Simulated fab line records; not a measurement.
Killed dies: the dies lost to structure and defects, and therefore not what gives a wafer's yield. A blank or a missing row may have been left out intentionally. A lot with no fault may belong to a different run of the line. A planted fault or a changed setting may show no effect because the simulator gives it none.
Chamber matching -- flow n5 finfet -- 4 sister chambers for N5_BEOL_M4_CMP_52 on cmp-03
The step polishes, stops on SiOC, t overpolish 6.8 s, target thk 40 nm. 7 wafers are shown with their chamber, then 6 later ones without.

## WAFERS WITH THEIR CHAMBER
wafer,chamber,time to endpoint s (s),motor current A (A)
L745.4,3,65,7.0
L745.5,3,64,6.4
L752.4,0,63,5.4
L752.6,2,64,6.0
L761.1,1,51,5.3
L761.2,2,63,6.1
L761.5,1,53,5.4

## WAFERS WHOSE CHAMBER IS MISSING
wafer,time to endpoint s (s),motor current A (A)
L763.4,63,5.4
L763.5,64,6.1
L763.6,70,6.9
L765.2,60,6.1
L765.3,64,7.1
L765.5,53,5.1

## EACH ONE'S CHAMBER
wafer,from the rows above,in truth
L763.4,0,0
L763.5,can't be placed: 2 or 3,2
L763.6,can't be placed: 3 or 2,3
L765.2,can't be placed: 2 or 0 or 3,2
L765.3,3,3
L765.5,1,1
Placed correctly: 3 of 6. Can't be placed from these rows: 3 (the true chamber is among the candidates in 3). Placed wrongly: 0.
How it was worked out, from the rows above alone: a wafer's distance from a chamber is the root of the sum, over the readings, of the square of ((its reading less the chamber's mean) divided by the reading's scatter). If the next closest chamber is less than 2 further off than the closest, the wafer can't be placed; otherwise it belongs to the closest. For every chamber, the mean is computed from those of its wafers that are shown. The scatter: the root of (the sum of the squares of (reading less its chamber's mean) over the shown wafers, divided by (wafers less chambers)).
